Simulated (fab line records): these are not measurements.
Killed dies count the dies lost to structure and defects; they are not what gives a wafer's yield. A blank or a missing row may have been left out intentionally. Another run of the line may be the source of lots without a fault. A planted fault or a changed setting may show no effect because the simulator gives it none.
Comparing a struck lot with a sound one -- flow nand harc -- 15 steps out of a route of 1302
Sound: wafers L964.3, L964.4, L964.6. Wafers struck: L973.1, L973.3, L973.4. The cause is named last.
Per side, at each step with rows, come the tool, then ch with its chambers, and then its first start. Under that, the readings that differ: sound wafers -- struck wafers -- difference of the means -- sigmas: that difference in standard deviations of wafers without a fault.
alike: same words and numbers on both sides, and readings whose means sit less than 2 such deviations apart. not compared: any withheld reading, any reading some wafer has no value for, any bound like >300 that may hide the same value, and any number with overlapping values for which the record gives no deviation.
A row with sigmas, a row that says differs or no value, or rows on one side alone: a step with any of these is where the two part. Numbers that have no deviation but don't overlap get no sigmas and don't part them. A reading that every wafer of one side lacks parts them only if that side has two wafers or more.

NHARC_A_CONTACT_DESCUM_47: chemistry O2, time 3 s.
  sound on rie diel-05 ch 0,3, day 22 09:00; struck on rie diel-01 ch 0,1,3, day 25 17:04
  alike: drypump motor current A, mfc ar sccm, oes product au, rf vpp V, showerhead plenum p Torr, throttle valve pct
  not compared: rf hours counter h
NHARC_A_CONTACT_ETCH_48: etches the open film in CF4, target depth 39 nm, time 65 s.
  sound on rie diel-05 ch 0,2, day 22 09:05; struck on rie diel-01 ch 0,2,3, day 25 17:08
  alike: chamber pressure mTorr, drypump motor current A, mfc ar sccm, oes product au, rf vpp V, showerhead plenum p Torr, throttle valve pct
  not compared: rf hours counter h
then, 3 steps without rows for these wafers: NHARC_A_CONTACT_ETCH_49 (etches the open film in N2/H2, target depth 260 nm, time 475.3 s); NHARC_A_CONTACT_ETCH_50 (etches the open film in CF4/CHF3, target depth 121 nm, time 60.5 s); NHARC_A_CONTACT_ETCH_51 (etches the open film in O2/COS, target depth 7000 nm, time 1820 s).
NHARC_A_CONTACT_ETCH_111: etches the open film in C4F8/O2/Ar, time 140 s, target depth 700 nm.
  sound on har cap etch-01 ch 0,1, day 22 11:23; struck on har cap etch-02 ch 0,1, day 25 19:02
  alike: chamber pressure mTorr
  not compared: rf hours counter h
then, 2 steps without rows for these wafers: NHARC_A_CONTACT_ETCH_112 (etches the open film in C4F8/O2/Ar, time 190 s, target depth 1850 nm); NHARC_A_CONTACT_ETCH_113 (etches the open film in C4F8/O2/Ar, time 190 s, target depth 1850 nm).
NHARC_A_CONTACT_ETCH_114: etches the open film in C4F8/O2/Ar, time 190 s, target depth 1850 nm.
  sound on har cap etch-01 ch 0,1, day 22 11:55; struck on har cap etch-02 ch 0,1, day 25 19:34
  alike: chamber pressure mTorr
  not compared: rf hours counter h
then, 2 steps without rows for these wafers: NHARC_A_CONTACT_ETCH_115 (etches the open film in C4F8/O2/Ar, time 190 s, target depth 1850 nm); NHARC_A_CONTACT_ETCH_116 (etches the open film in C4F8/O2/Ar, time 190 s, target depth 1850 nm).
NHARC_A_CONTACT_ETCH_117: etches the open film in C4F8/O2/Ar, time 190 s, target depth 1850 nm.
  sound on har cap etch-01 ch 0,1, day 22 12:25; struck on har cap etch-02 ch 0,1, day 25 20:05
reading,sound,struck,difference,sigmas
chamber pressure mTorr (mTorr),19.983 19.986 19.969,20.012 20.013 20.051,+0.046,+3
  not compared: rf hours counter h
NHARC_A_CONTACT_ETCH_118: etches the open film in C4F8/O2/Ar, time 190 s, target depth 1850 nm.
  sound on har cap etch-01 ch 0,1, day 22 12:36; struck on har cap etch-02 ch 0,1, day 25 20:15
reading,sound,struck,difference,sigmas
chamber pressure mTorr (mTorr),19.985 20.034 20.017,15.971 16.002 16.003,-4.020,-99 or more
  not compared: rf hours counter h
then, 2 steps without rows for these wafers: NHARC_A_CONTACT_ETCH_119 (etches the open film in C4F8/O2/Ar, time 190 s, target depth 1850 nm); NHARC_END_SORT_01.

WHERE THEY PART
First at NHARC_A_CONTACT_ETCH_117; last, within this record, at NHARC_A_CONTACT_ETCH_118.

WHY: what had been put in by the simulator
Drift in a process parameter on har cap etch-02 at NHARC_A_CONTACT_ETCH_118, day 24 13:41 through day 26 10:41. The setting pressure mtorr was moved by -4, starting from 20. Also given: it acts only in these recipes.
